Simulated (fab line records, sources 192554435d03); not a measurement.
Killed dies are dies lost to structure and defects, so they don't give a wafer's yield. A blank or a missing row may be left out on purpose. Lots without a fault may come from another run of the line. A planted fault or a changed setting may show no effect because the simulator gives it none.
Which tool did it? | flow n5_finfet | 24 lots, 72 wafers sampled, at 6 steps of a route of 1938

WHAT THE GAUGES READ, wafer by wafer
N5_MOL_CONTACT_COAG_CD_MEAS_40: target cd 25.1 nm. Usual: cd_nm 25.09 nm, standard deviation 0.26.
lot  | measured     | on        | cd_nm (nm)        | flag
L074 | day 5 06:52  | cd_sem-03 | 25.48 25.39 25.08 |
L075 | day 5 10:19  | cd_sem-03 | 25.20 24.76 25.64 |
L076 | day 5 17:52  | cd_sem-01 | 25.40 25.38 25.36 |
L077 | day 5 20:08  | cd_sem-01 | 25.13 25.62 25.42 |
L078 | day 6 02:20  | cd_sem-02 | 24.43 25.01 24.62 |
L079 | day 6 09:42  | cd_sem-03 | 24.88 25.14 25.22 |
L080 | day 6 13:13  | cd_sem-02 | 25.27 25.68 25.25 |
L081 | day 7 00:17  | cd_sem-01 | 25.02 25.16 25.46 |
L082 | day 7 12:43  | cd_sem-01 | 25.11 24.99 24.62 |
L083 | day 7 15:56  | cd_sem-03 | 25.39 24.97 25.36 |
L084 | day 7 19:22  | cd_sem-03 | 24.96 25.02 24.98 |
L085 | day 7 19:38  | cd_sem-03 | 24.83 24.84 24.78 |
L086 | day 8 07:52  | cd_sem-01 | 25.22 24.91 25.06 |
L087 | day 8 13:26  | cd_sem-02 | 25.10 25.47 25.10 |
L088 | day 8 16:34  | cd_sem-01 | 24.97 25.22 24.67 |
L089 | day 8 21:16  | cd_sem-01 | 25.27 24.64 25.19 |
L090 | day 9 02:46  | cd_sem-03 | 24.96 25.16 25.38 |
L091 | day 9 08:24  | cd_sem-02 | 24.81 24.62 25.26 |
L092 | day 9 18:11  | cd_sem-02 | 25.10 24.95 25.24 |
L093 | day 9 23:26  | cd_sem-01 | 25.38 25.17 25.12 |
L094 | day 10 02:55 | cd_sem-01 | 25.23 25.13 25.09 |
L095 | day 10 13:37 | cd_sem-02 | 24.86 24.97 25.18 |
L096 | day 10 17:25 | cd_sem-01 | 24.77 24.98 24.87 |
L097 | day 10 22:35 | cd_sem-02 | 25.30 25.13 24.86 |

N5_BEOL_M0_SAQP_OVL_MEAS_15. Usual: M0_CORE_OVL 0.3 nm, standard deviation 0.72.
lot  | measured     | on         | M0_CORE_OVL (nm) | flag
L074 | day 5 13:47  | overlay-02 | -0.5 1.0 -0.2    |
L075 | day 5 18:34  | overlay-02 | -0.7 -0.8 -1.1   |
L076 | day 6 00:31  | overlay-01 | -1.1 0.4 -0.1    |
L077 | day 6 04:04  | overlay-02 | -0.4 0.4 0.6     |
L078 | day 6 11:02  | overlay-01 | -0.2 2.1 0.1     |
L079 | day 6 19:35  | overlay-01 | -0.3 -0.9 -0.2   |
L080 | day 6 19:49  | overlay-02 | 1.3 1.7 1.3      |
L081 | day 7 08:01  | overlay-02 | 0.5 0.5 0.4      |
L082 | day 7 19:07  | overlay-01 | 0.2 0.7 -0.1     |
L083 | day 7 22:13  | overlay-02 | 0.7 -0.2 0.9     |
L084 | day 8 03:20  | overlay-01 | 0.3 0.8 -0.2     |
L085 | day 8 04:50  | overlay-02 | 0.1 0.8 0.3      |
L086 | day 8 13:53  | overlay-01 | 2.0 2.6 1.7      |
L087 | day 8 20:47  | overlay-01 | 0.3 1.1 0.4      |
L088 | day 9 00:58  | overlay-01 | 0.7 0.6 -0.1     |
L089 | day 9 04:53  | overlay-01 | 0.0 -0.1 -0.7    |
L090 | day 9 09:58  | overlay-01 | -0.4 0.1 0.1     |
L091 | day 9 16:11  | overlay-01 | -1.0 0.2 0.3     |
L092 | day 10 01:28 | overlay-02 | 0.2 -0.6 -0.1    |
L093 | day 10 07:01 | overlay-01 | -0.2 0.4 1.4     |
L094 | day 10 10:51 | overlay-02 | 0.1 0.5 0.5      |
L095 | day 10 22:52 | overlay-01 | -0.5 -0.8 0.0    |
L096 | day 11 00:22 | overlay-01 | 0.9 0.9 -0.4     |
L097 | day 11 05:25 | overlay-02 | 0.8 0.3 0.1      |

WHICH TOOL RAN EACH LOT (tool, then ch and the chambers of the sampled wafers, then the start)
lot  | N5_MOL_CONTACT_COAG_ETCH_110       | N5_MOL_CONTACT_COAG_ANNEAL_113   | N5_MOL_CONTACT_COAG_SPUTTER_130 | N5_MOL_CONTACT_COAG_VIA_ETCH_46
L074 | rie_diel-04 ch 0,3, day 4 16:35    | rtp_anneal-01 ch 0, day 4 19:49  | pvd_sputter-03, day 5 00:33     | rie_diel-04 ch 0,1,2, day 5 06:04
L075 | rie_diel-04 ch 1,2,3, day 4 20:46  | rtp_anneal-02 ch 0, day 5 01:55  | pvd_sputter-01, day 5 04:19     | rie_diel-05 ch 0,1,3, day 5 09:40
L076 | rie_diel-05 ch 0,2,3, day 5 06:49  | rtp_anneal-02 ch 0, day 5 09:52  | pvd_sputter-01, day 5 12:36     | rie_diel-05 ch 0,1,2, day 5 17:11
L077 | rie_diel-04 ch 1,2,3, day 5 10:07  | rtp_anneal-01 ch 0, day 5 13:28  | pvd_sputter-02, day 5 15:01     | rie_diel-04 ch 0,1, day 5 19:29
L078 | rie_diel-01 ch 0,1, day 5 16:44    | rtp_anneal-02 ch 0, day 5 19:16  | pvd_sputter-01, day 5 20:26     | rie_diel-04 ch 0,1,3, day 6 01:33
L079 | rie_diel-04 ch 1,2,3, day 5 21:16  | rtp_anneal-02 ch 0, day 6 00:43  | pvd_sputter-02, day 6 03:05     | rie_diel-05 ch 1,2, day 6 09:03
L080 | rie_diel-04 ch 0,2,3, day 6 03:06  | rtp_anneal-02 ch 0, day 6 05:41  | pvd_sputter-03, day 6 07:36     | rie_diel-04 ch 1,3, day 6 12:34
L081 | rie_diel-01 ch 1,2, day 6 10:56    | rtp_anneal-01 ch 0, day 6 14:03  | pvd_sputter-01, day 6 18:38     | rie_diel-05 ch 0,1,2, day 6 23:31
L082 | rie_diel-04 ch 2,3, day 7 00:28    | rtp_anneal-02 ch 0, day 7 04:18  | pvd_sputter-01, day 7 07:10     | rie_diel-04 ch 0,2, day 7 11:56
L083 | rie_diel-05 ch 0,3, day 7 04:38    | rtp_anneal-02 ch 0, day 7 09:14  | pvd_sputter-03, day 7 10:55     | rie_diel-05 ch 0,2,3, day 7 15:16
L084 | rie_diel-04 ch 0,3, day 7 07:29    | rtp_anneal-01 ch 0, day 7 11:28  | pvd_sputter-02, day 7 14:14     | rie_diel-01 ch 0,2, day 7 18:43
L085 | rie_diel-01 ch 2,3, day 7 09:25    | rtp_anneal-02 ch 0, day 7 12:10  | pvd_sputter-02, day 7 14:29     | rie_diel-05 ch 0,1,3, day 7 18:59
L086 | rie_diel-04 ch 1,2,3, day 7 19:28  | rtp_anneal-02 ch 0, day 7 22:17  | pvd_sputter-01, day 8 02:15     | rie_diel-01 ch 2,3, day 8 07:12
L087 | rie_diel-05 ch 0,1, day 8 01:21    | rtp_anneal-02 ch 0, day 8 04:08  | pvd_sputter-02, day 8 06:02     | rie_diel-01 ch 2,3, day 8 12:47
L088 | rie_diel-05 ch 2,3, day 8 02:19    | rtp_anneal-01 ch 0, day 8 06:28  | pvd_sputter-01, day 8 10:43     | rie_diel-05 ch 0,2, day 8 15:54
L089 | rie_diel-01 ch 0,1, day 8 09:32    | rtp_anneal-02 ch 0, day 8 13:19  | pvd_sputter-03, day 8 14:51     | rie_diel-05 ch 0,1,3, day 8 20:29
L090 | rie_diel-01 ch 0,3, day 8 14:45    | rtp_anneal-01 ch 0, day 8 18:56  | pvd_sputter-03, day 8 21:14     | rie_diel-04 ch 1,3, day 9 01:59
L091 | rie_diel-01 ch 0,1, day 8 22:03    | rtp_anneal-02 ch 0, day 9 01:56  | pvd_sputter-01, day 9 03:08     | rie_diel-04 ch 1,2,3, day 9 07:46
L092 | rie_diel-04 ch 2,3, day 9 06:39    | rtp_anneal-01 ch 0, day 9 10:22  | pvd_sputter-02, day 9 12:47     | rie_diel-05 ch 1,2,3, day 9 17:32
L093 | rie_diel-05 ch 1,2,3, day 9 10:45  | rtp_anneal-01 ch 0, day 9 16:22  | pvd_sputter-01, day 9 18:20     | rie_diel-04 ch 0,2,3, day 9 22:47
L094 | rie_diel-04 ch 0,2,3, day 9 17:30  | rtp_anneal-01 ch 0, day 9 19:58  | pvd_sputter-01, day 9 21:55     | rie_diel-01 ch 1,3, day 10 02:16
L095 | rie_diel-04 ch 1,2,3, day 9 21:57  | rtp_anneal-02 ch 0, day 10 01:47 | pvd_sputter-01, day 10 04:22    | rie_diel-01 ch 1,3, day 10 12:58
L096 | rie_diel-04 ch 0,1,2, day 10 06:43 | rtp_anneal-02 ch 0, day 10 10:37 | pvd_sputter-03, day 10 12:02    | rie_diel-01 ch 0,1, day 10 16:38
L097 | rie_diel-04 ch 0,1,3, day 10 13:09 | rtp_anneal-02 ch 0, day 10 15:35 | pvd_sputter-02, day 10 17:23    | rie_diel-05 ch 2,3, day 10 21:56
- N5_MOL_CONTACT_COAG_ETCH_110: etches Si in CF4/O2, target depth 2.5 nm, time 8 s.
- N5_MOL_CONTACT_COAG_ANNEAL_113: time 300 s.
- N5_MOL_CONTACT_COAG_SPUTTER_130: material Co, target thk 47.5 nm.
- N5_MOL_CONTACT_COAG_VIA_ETCH_46: etches SiO2 in C4F6/O2, target depth 46 nm, overetch 9.2 nm, time 40 s.

WHAT THE TOOLS THEMSELVES READ (means of the sampled wafers that have a number; where no wafer has one, the mark that the record gives instead)
N5_MOL_CONTACT_COAG_ETCH_110. Usual: drypump_motor_current_A 5.3 A, standard deviation 0.47; oes_product_au 0.75 a.u., standard deviation 0.096; rf_fwd_power_W 198.4 W, standard deviation 0.73; rf_vpp_V 129 V, standard deviation 4.9; showerhead_plenum_p_Torr 2.20 Torr, standard deviation 0.078; throttle_valve_pct 10.80 %, standard deviation 0.29.
lot  | tool        | drypump_motor_current_A (A) | oes_product_au (a.u.) | rf_fwd_power_W (W) | rf_vpp_V (V) | showerhead_plenum_p_Torr (Torr) | throttle_valve_pct (%) | flag
L074 | rie_diel-04 | 5.0                         | 0.72                  | 199.0              | 135          | 2.28                            | 11.08                  |
L075 | rie_diel-04 | 5.2                         | 0.71                  | 198.4              | 130          | 2.19                            | 10.83                  |
L076 | rie_diel-05 | 5.4                         | 0.77                  | 198.3              | 127          | 2.19                            | 10.64                  |
L077 | rie_diel-04 | 5.1                         | 0.70                  | 198.5              | 130          | 2.19                            | 10.84                  |
L078 | rie_diel-01 | 4.8                         | 0.70                  | 198.1              | 131          | 2.24                            | 11.03                  |
L079 | rie_diel-04 | 5.1                         | 0.70                  | 198.8              | 129          | 2.19                            | 10.86                  |
L080 | rie_diel-04 | 5.2                         | 0.72                  | 199.0              | 129          | 2.22                            | 10.96                  |
L081 | rie_diel-01 | 5.2                         | 0.71                  | 198.2              | 124          | 2.26                            | 10.91                  |
L082 | rie_diel-04 | 5.0                         | 0.71                  | 198.2              | 132          | 2.26                            | 10.93                  |
L083 | rie_diel-05 | 5.3                         | 0.83                  | 198.2              | 124          | 2.14                            | 10.63                  |
L084 | rie_diel-04 | 5.1                         | 0.69                  | 198.6              | 134          | 2.28                            | 11.15                  |
L085 | rie_diel-01 | 5.8                         | 0.66                  | 198.6              | 126          | 2.18                            | 10.95                  |
L086 | rie_diel-04 | 5.2                         | 0.69                  | 198.2              | 130          | 2.18                            | 10.91                  |
L087 | rie_diel-05 | 6.1                         | 0.87                  | 198.5              | 130          | 2.16                            | 10.42                  |
L088 | rie_diel-05 | 5.0                         | 0.77                  | 198.2              | 124          | 2.17                            | 10.70                  |
L089 | rie_diel-01 | 4.8                         | 0.87                  | 197.2              | 131          | 2.23                            | 10.61                  |
L090 | rie_diel-01 | 4.9                         | 0.76                  | 197.1              | 130          | 2.19                            | 10.70                  |
L091 | rie_diel-01 | 4.8                         | 0.86                  | 198.1              | 132          | 2.23                            | 10.61                  |
L092 | rie_diel-04 | 5.2                         | 0.70                  | 198.2              | 128          | 2.19                            | 10.84                  |
L093 | rie_diel-05 | 5.5                         | 0.76                  | 199.2              | 127          | 2.17                            | 10.72                  |
L094 | rie_diel-04 | 5.2                         | 0.79                  | 198.9              | 129          | 2.21                            | 10.81                  |
L095 | rie_diel-04 | 5.1                         | 0.76                  | 198.8              | 131          | 2.26                            | 10.73                  |
L096 | rie_diel-04 | 5.4                         | 0.85                  | 198.5              | 128          | 2.22                            | 10.54                  |
L097 | rie_diel-04 | 5.2                         | 0.84                  | 199.1              | 133          | 2.28                            | 10.70                  |

N5_MOL_CONTACT_COAG_ANNEAL_113. Usual: lamp_power_pct 2.80 %, standard deviation 0.16; lamp_zone_3_pct 2.80 %, standard deviation 0.16; wafer_temp_C_max 401.8, standard deviation 0.55.
lot  | tool          | lamp_power_pct (%) | lamp_zone_3_pct (%) | wafer_temp_C_max | flag
L074 | rtp_anneal-01 | 3.01               | 3.01                | 401.1            |
L075 | rtp_anneal-02 | 2.68               | 2.68                | 402.3            |
L076 | rtp_anneal-02 | 2.68               | 2.68                | 401.9            |
L077 | rtp_anneal-01 | 3.01               | 3.01                | 401.4            |
L078 | rtp_anneal-02 | 2.68               | 2.67                | 402.1            |
L079 | rtp_anneal-02 | 2.67               | 2.68                | 402.7            |
L080 | rtp_anneal-02 | 2.67               | 2.68                | 402.4            |
L081 | rtp_anneal-01 | 3.01               | 3.01                | 401.5            |
L082 | rtp_anneal-02 | 2.68               | 2.68                | 401.9            |
L083 | rtp_anneal-02 | 2.68               | 2.68                | 401.5            |
L084 | rtp_anneal-01 | 3.01               | 3.01                | 401.5            |
L085 | rtp_anneal-02 | 2.68               | 2.68                | 401.7            |
L086 | rtp_anneal-02 | 2.68               | 2.68                | 402.2            |
L087 | rtp_anneal-02 | 2.67               | 2.68                | 402.2            |
L088 | rtp_anneal-01 | 3.01               | 3.01                | 401.3            |
L089 | rtp_anneal-02 | 2.68               | 2.68                | 402.7            |
L090 | rtp_anneal-01 | 3.01               | 3.01                | 401.2            |
L091 | rtp_anneal-02 | 2.68               | 2.68                | 401.9            |
L092 | rtp_anneal-01 | 3.01               | 3.01                | 401.3            |
L093 | rtp_anneal-01 | 3.01               | 3.01                | 401.7            |
L094 | rtp_anneal-01 | 3.01               | 3.01                | 401.4            |
L095 | rtp_anneal-02 | 2.68               | 2.68                | 401.8            |
L096 | rtp_anneal-02 | 2.68               | 2.68                | 401.9            |
L097 | rtp_anneal-02 | 2.68               | 2.68                | 402.0            |

N5_MOL_CONTACT_COAG_SPUTTER_130. Usual: throttle_valve_pct 30.2 %, standard deviation 1.
lot  | tool           | throttle_valve_pct (%) | flag
L074 | pvd_sputter-03 | 30.2                   |
L075 | pvd_sputter-01 | 29.7                   |
L076 | pvd_sputter-01 | 29.8                   |
L077 | pvd_sputter-02 | 30.5                   |
L078 | pvd_sputter-01 | 29.9                   |
L079 | pvd_sputter-02 | 30.7                   |
L080 | pvd_sputter-03 | 29.4                   |
L081 | pvd_sputter-01 | 30.7                   |
L082 | pvd_sputter-01 | 29.8                   |
L083 | pvd_sputter-03 | 29.9                   |
L084 | pvd_sputter-02 | 30.4                   |
L085 | pvd_sputter-02 | 30.2                   |
L086 | pvd_sputter-01 | 30.3                   |
L087 | pvd_sputter-02 | 30.8                   |
L088 | pvd_sputter-01 | 30.8                   |
L089 | pvd_sputter-03 | 30.1                   |
L090 | pvd_sputter-03 | 29.3                   |
L091 | pvd_sputter-01 | 30.7                   |
L092 | pvd_sputter-02 | 30.5                   |
L093 | pvd_sputter-01 | 30.0                   |
L094 | pvd_sputter-01 | 30.6                   |
L095 | pvd_sputter-01 | 29.8                   |
L096 | pvd_sputter-03 | 30.1                   |
L097 | pvd_sputter-02 | 30.3                   |

N5_MOL_CONTACT_COAG_VIA_ETCH_46. Usual: drypump_motor_current_A 5.4 A, standard deviation 0.56; oes_product_au 0.69 a.u., standard deviation 0.083; rf_fwd_power_W 323.0 W, standard deviation 1.1; rf_vpp_V 1594 V, standard deviation 47; showerhead_plenum_p_Torr 2.81 Torr, standard deviation 0.091; throttle_valve_pct 41.0 %, standard deviation 0.64.
lot  | tool        | drypump_motor_current_A (A) | oes_product_au (a.u.) | rf_fwd_power_W (W) | rf_vpp_V (V) | showerhead_plenum_p_Torr (Torr) | throttle_valve_pct (%) | flag
L074 | rie_diel-04 | 5.4                         | 0.63                  | 322.7              | 1589         | 2.73                            | 40.7                   |
L075 | rie_diel-05 | 5.7                         | 0.65                  | 324.2              | 1579         | 2.76                            | 40.9                   |
L076 | rie_diel-05 | 5.9                         | 0.69                  | 323.3              | 1602         | 2.81                            | 40.7                   |
L077 | rie_diel-04 | 5.4                         | 0.61                  | 324.2              | 1614         | 2.72                            | 40.4                   |
L078 | rie_diel-04 | 5.2                         | 0.64                  | 323.5              | 1635         | 2.81                            | 41.1                   |
L079 | rie_diel-05 | 6.0                         | 0.71                  | 324.3              | 1600         | 2.80                            | 41.3                   |
L080 | rie_diel-04 | 5.2                         | 0.62                  | 322.9              | 1636         | 2.76                            | 40.6                   |
L081 | rie_diel-05 | 5.8                         | 0.76                  | 323.0              | 1601         | 2.80                            | 40.7                   |
L082 | rie_diel-04 | 5.3                         | 0.64                  | 322.7              | 1564         | 2.74                            | 41.1                   |
L083 | rie_diel-05 | 5.3                         | 0.74                  | 323.7              | 1576         | 2.80                            | 40.6                   |
L084 | rie_diel-01 | 5.4                         | 0.77                  | 322.6              | 1622         | 2.80                            | 41.0                   |
L085 | rie_diel-05 | 5.7                         | 0.72                  | 322.4              | 1578         | 2.75                            | 40.9                   |
L086 | rie_diel-01 | 5.8                         | 0.60                  | 321.6              | 1563         | 2.77                            | 40.1                   |
L087 | rie_diel-01 | 5.3                         | 0.61                  | 322.6              | 1580         | 2.77                            | 40.1                   |
L088 | rie_diel-05 | 5.5                         | 0.77                  | 323.3              | 1600         | 2.84                            | 40.4                   |
L089 | rie_diel-05 | 5.8                         | 0.71                  | 322.7              | 1576         | 2.75                            | 40.9                   |
L090 | rie_diel-04 | 5.0                         | 0.69                  | 323.3              | 1664         | 2.96                            | 41.5                   |
L091 | rie_diel-04 | 5.2                         | 0.69                  | 322.8              | 1619         | 2.88                            | 41.2                   |
L092 | rie_diel-05 | 5.5                         | 0.68                  | 323.3              | 1574         | 2.78                            | 41.1                   |
L093 | rie_diel-04 | 5.2                         | 0.71                  | 322.6              | 1611         | 2.81                            | 41.5                   |
L094 | rie_diel-01 | 4.8                         | 0.71                  | 323.1              | 1556         | 2.87                            | 41.1                   |
L095 | rie_diel-01 | 4.8                         | 0.71                  | 322.0              | 1557         | 2.87                            | 41.1                   |
L096 | rie_diel-01 | 4.8                         | 0.74                  | 322.7              | 1618         | 2.84                            | 41.5                   |
L097 | rie_diel-05 | 5.0                         | 0.66                  | 322.6              | 1549         | 2.77                            | 40.9                   |

THE ANSWER, worked out from the rows above alone
Rule: a lot is off if the mean of its wafers that have a number lies more than 3 standard deviations from the usual mean. A lot without any number at a reading at which 4 lots or more have one is off too. The other lots that the step has rows for count as sound. The gauges are gone through in route order, then the tools' own readings, and for those a lot's mean is taken as printed above. The first step at which some lot is off is used, and at that step the reading that is off furthest; a lot without a number counts as furthest.
No lot is off at any reading shown: from this, nothing can be told.

WHAT THE SIMULATOR HAD PUT IN
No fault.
